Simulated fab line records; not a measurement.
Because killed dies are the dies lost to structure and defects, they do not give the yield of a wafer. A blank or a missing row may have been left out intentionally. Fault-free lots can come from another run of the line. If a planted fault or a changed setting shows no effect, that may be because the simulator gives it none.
Struck lot and sound lot, side by side | flow nand harc | 18 steps out of a route of 1159
Sound: wafers L976.3, L976.5, L976.6. Wafers struck: L978.2, L978.4, L978.6. The cause is named last.
Per side, at each step with rows, come the tool, then ch with its chambers, and then its first start. Under that, the readings that differ: sound wafers | struck wafers | difference of the means | sigmas: that difference in standard deviations of wafers without a fault.
alike: a reading whose means differ by less than 2 such deviations, as well as words and numbers matching on both sides. not compared: withheld readings; readings where some wafer has no value; bounds like >300 that might hide an equal value; numbers whose values overlap and for which the record gives no deviation.
A row with sigmas, a row that says differs or no value, or rows on one side alone: a step with any of these is where the two part. When numbers do not overlap yet have no deviation, they are printed without sigmas and do not part them. A reading missing from all wafers of one side parts the sides only when that side holds two or more wafers.

NHARC_P_ZERO_WELL_CD_MEAS_37: the cd target is 720 nm.
  sound on cd sem-02 ch 0, day 2 10:17; struck on cd sem-02 ch 0, day 2 22:10
  alike: cd nm
then, 1 step without rows for these wafers: NHARC_P_ZERO_WELL_HARDBAKE_38 (time 80 s).
NHARC_P_ZERO_WELL_DESCUM_39: chemistry O2, time 3 s.
  sound on rie diel-04 ch 1,2,3, day 2 10:28; struck on rie diel-12 ch 1,2,3, day 2 22:19
  alike: drypump motor current A, oes product au, rf vpp V, showerhead plenum p Torr, throttle valve pct
  not compared: rf hours counter h
then, 9 steps without rows for these wafers: NHARC_P_ZERO_WELL_IMPLANT_40; NHARC_P_ZERO_WELL_IMPLANT_59; NHARC_P_ZERO_WELL_IMPLANT_60; NHARC_P_ZERO_WELL_STRIP_41 (strips in SPM, time 840 s); NHARC_P_ZERO_WELL_DEHYDRATE_44 (time 120 s); NHARC_P_ZERO_WELL_HMDS_45 (time 30 s); NHARC_P_ZERO_WELL_COAT_46; NHARC_P_ZERO_WELL_SOFTBAKE_47 (time 95 s); NHARC_P_ZERO_WELL_EBR_48.
NHARC_P_ZERO_WELL_EXPOSE_49: exposes mask P HVPW, target cd 2000 nm.
  sound on krf scanner-03 ch 0, day 2 11:46; struck on krf scanner-01 ch 0, day 2 23:31
  reading | sound                      | struck                        | difference | sigmas
  mask    | P_HVPW#0 P_HVPW#0 P_HVPW#0 | P_NWELL#0 P_NWELL#0 P_NWELL#0 | differs    |
  alike: exposure dose mJ cm2
then, 2 steps without rows for these wafers: NHARC_P_ZERO_WELL_PEB_50 (peb time 85 s); NHARC_P_ZERO_WELL_DEVELOP_51 (time 70 s).
NHARC_P_ZERO_WELL_CD_MEAS_52: the cd target is 2000 nm.
  sound on cd sem-03 ch 0, day 2 11:56; struck on cd sem-01 ch 0, day 2 23:41
  reading    | sound                | struck | difference                    | sigmas
  cd nm (nm) | 1999.7 1996.9 2000.2 | - - -  | no value on the struck wafers |
then, 1 step without rows for these wafers: NHARC_P_ZERO_WELL_HARDBAKE_53 (time 80 s).
-- break in the record here, with 18 days between the starts of the struck wafers on either side (left off in module P_ZERO_WELL, picked up again in module END, where the first step shown is number 1159 on the route) --
NHARC_END_SORT_01:
  here the record holds rows for the struck wafers (prober-01 ch 0, day 21 00:49) but none for the sound ones

WHERE THEY PART
At NHARC_P_ZERO_WELL_EXPOSE_49 first; at NHARC_END_SORT_01 last (within this record only).

WHY: what had been put in by the simulator
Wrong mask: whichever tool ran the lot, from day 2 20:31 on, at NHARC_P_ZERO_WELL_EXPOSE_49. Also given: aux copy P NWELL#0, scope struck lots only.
